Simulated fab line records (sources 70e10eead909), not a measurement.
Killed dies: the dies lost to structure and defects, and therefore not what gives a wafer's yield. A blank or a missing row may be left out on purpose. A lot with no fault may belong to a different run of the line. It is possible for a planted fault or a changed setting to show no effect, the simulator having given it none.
Chamber matching || flow nand harc || NHARC_P_GATE_ETCH_104 on rie diel-01 has 4 sister chambers
The step etches the open film in CF4/CHF3, target depth 60 nm. 22 wafers are shown with their chamber, then 11 later ones without.

== WAFERS PAIRED WITH THEIR CHAMBERS ==
{"wafer": "L075.2", "chamber": 0, "showerhead plenum p Torr (Torr)": 1.61, "drypump motor current A (A)": 5.9, "rf vpp V (V)": 372.2}
{"wafer": "L075.5", "chamber": 0, "showerhead plenum p Torr (Torr)": 1.61, "drypump motor current A (A)": 5.9, "rf vpp V (V)": 371.7}
{"wafer": "L075.6", "chamber": 1, "showerhead plenum p Torr (Torr)": 1.51, "drypump motor current A (A)": 6.2, "rf vpp V (V)": 368.1}
{"wafer": "L078.3", "chamber": 1, "showerhead plenum p Torr (Torr)": 1.51, "drypump motor current A (A)": 6.1, "rf vpp V (V)": 369.3}
{"wafer": "L078.4", "chamber": 3, "showerhead plenum p Torr (Torr)": 1.65, "drypump motor current A (A)": 5.2, "rf vpp V (V)": 372.1}
{"wafer": "L078.6", "chamber": 0, "showerhead plenum p Torr (Torr)": 1.61, "drypump motor current A (A)": 5.9, "rf vpp V (V)": 371.6}
{"wafer": "L080.1", "chamber": 3, "showerhead plenum p Torr (Torr)": 1.65, "drypump motor current A (A)": 5.3, "rf vpp V (V)": 373.7}
{"wafer": "L080.3", "chamber": 0, "showerhead plenum p Torr (Torr)": 1.61, "drypump motor current A (A)": 5.8, "rf vpp V (V)": 371.3}
{"wafer": "L080.5", "chamber": 1, "showerhead plenum p Torr (Torr)": 1.51, "drypump motor current A (A)": 6.2, "rf vpp V (V)": 367.5}
{"wafer": "L083.2", "chamber": 2, "showerhead plenum p Torr (Torr)": 1.52, "drypump motor current A (A)": 5.3, "rf vpp V (V)": 369.1}
{"wafer": "L083.4", "chamber": 3, "showerhead plenum p Torr (Torr)": 1.65, "drypump motor current A (A)": 5.2, "rf vpp V (V)": 373.9}
{"wafer": "L083.5", "chamber": 3, "showerhead plenum p Torr (Torr)": 1.65, "drypump motor current A (A)": 5.2, "rf vpp V (V)": 373.9}
{"wafer": "L084.1", "chamber": 0, "showerhead plenum p Torr (Torr)": 1.61, "drypump motor current A (A)": 5.9, "rf vpp V (V)": 371.8}
{"wafer": "L084.3", "chamber": 1, "showerhead plenum p Torr (Torr)": 1.51, "drypump motor current A (A)": 6.2, "rf vpp V (V)": 368.2}
{"wafer": "L084.6", "chamber": 0, "showerhead plenum p Torr (Torr)": 1.61, "drypump motor current A (A)": 5.8, "rf vpp V (V)": 370.3}
{"wafer": "L087.1", "chamber": 1, "showerhead plenum p Torr (Torr)": 1.51, "drypump motor current A (A)": 6.2, "rf vpp V (V)": 369.8}
{"wafer": "L087.4", "chamber": 3, "showerhead plenum p Torr (Torr)": 1.65, "drypump motor current A (A)": 5.2, "rf vpp V (V)": 372.4}
{"wafer": "L087.6", "chamber": 2, "showerhead plenum p Torr (Torr)": 1.52, "drypump motor current A (A)": 5.3, "rf vpp V (V)": 368.4}
{"wafer": "L089.1", "chamber": 2, "showerhead plenum p Torr (Torr)": 1.52, "drypump motor current A (A)": 5.2, "rf vpp V (V)": 368.2}
{"wafer": "L089.3", "chamber": 1, "showerhead plenum p Torr (Torr)": 1.51, "drypump motor current A (A)": 6.2, "rf vpp V (V)": 368.0}
{"wafer": "L089.6", "chamber": 0, "showerhead plenum p Torr (Torr)": 1.60, "drypump motor current A (A)": 5.8, "rf vpp V (V)": 371.0}
{"wafer": "L088.1", "chamber": 1, "showerhead plenum p Torr (Torr)": 1.51, "drypump motor current A (A)": 6.2, "rf vpp V (V)": 368.7}

SIGNATURES (averages over the wafers above)
{"reading": "showerhead plenum p Torr", "chamber 0": 1.6086, "chamber 1": 1.5100, "chamber 2": 1.5200, "chamber 3": 1.6500, "scatter within a chamber": 0.00218}
{"reading": "drypump motor current A", "chamber 0": 5.857, "chamber 1": 6.186, "chamber 2": 5.267, "chamber 3": 5.220, "scatter within a chamber": 0.0474}
{"reading": "rf vpp V", "chamber 0": 371.414, "chamber 1": 368.514, "chamber 2": 368.567, "chamber 3": 373.200, "scatter within a chamber": 0.734}
Rule: a wafer lies at a distance from a chamber equal to the root of the sum of squares, over the readings, of (its reading less the chamber's mean, divided by the reading's scatter). If the next closest chamber is less than 2 further off than the closest, the wafer can't be placed; otherwise it belongs to the closest. The scatter: take each reading less its chamber's mean, square it, sum over the shown wafers, divide by the number of wafers less the number of chambers, and take the root.

== WAFERS MISSING THEIR CHAMBER ==
{"wafer": "L088.2", "showerhead plenum p Torr (Torr)": 1.65, "drypump motor current A (A)": 5.3, "rf vpp V (V)": 372.8}
{"wafer": "L088.5", "showerhead plenum p Torr (Torr)": 1.52, "drypump motor current A (A)": 5.3, "rf vpp V (V)": 367.8}
{"wafer": "L091.1", "showerhead plenum p Torr (Torr)": 1.65, "drypump motor current A (A)": 5.2, "rf vpp V (V)": 373.0}
{"wafer": "L091.2", "showerhead plenum p Torr (Torr)": 1.51, "drypump motor current A (A)": 6.2, "rf vpp V (V)": 370.0}
{"wafer": "L091.3", "showerhead plenum p Torr (Torr)": 1.61, "drypump motor current A (A)": 5.9, "rf vpp V (V)": 371.1}
{"wafer": "L090.2", "showerhead plenum p Torr (Torr)": 1.51, "drypump motor current A (A)": 6.2, "rf vpp V (V)": 368.9}
{"wafer": "L090.3", "showerhead plenum p Torr (Torr)": 1.52, "drypump motor current A (A)": 5.2, "rf vpp V (V)": 368.9}
{"wafer": "L090.6", "showerhead plenum p Torr (Torr)": 1.52, "drypump motor current A (A)": 5.3, "rf vpp V (V)": 367.8}
{"wafer": "L093.2", "showerhead plenum p Torr (Torr)": 1.65, "drypump motor current A (A)": 5.3, "rf vpp V (V)": 375.5}
{"wafer": "L093.3", "showerhead plenum p Torr (Torr)": 1.52, "drypump motor current A (A)": 5.2, "rf vpp V (V)": 368.8}
{"wafer": "L093.6", "showerhead plenum p Torr (Torr)": 1.51, "drypump motor current A (A)": 6.2, "rf vpp V (V)": 369.4}

== WHICH CHAMBER EACH WENT THROUGH ==
{"wafer": "L088.2", "from the rows above": 3, "in truth": 3}
{"wafer": "L088.5", "from the rows above": 2, "in truth": 2}
{"wafer": "L091.1", "from the rows above": 3, "in truth": 3}
{"wafer": "L091.2", "from the rows above": 1, "in truth": 1}
{"wafer": "L091.3", "from the rows above": 0, "in truth": 0}
{"wafer": "L090.2", "from the rows above": 1, "in truth": 1}
{"wafer": "L090.3", "from the rows above": 2, "in truth": 2}
{"wafer": "L090.6", "from the rows above": 2, "in truth": 2}
{"wafer": "L093.2", "from the rows above": 3, "in truth": 3}
{"wafer": "L093.3", "from the rows above": 2, "in truth": 2}
{"wafer": "L093.6", "from the rows above": 1, "in truth": 1}
11 of 11 placed correctly. Number that these rows cannot place: 0. Placed wrongly: 0.
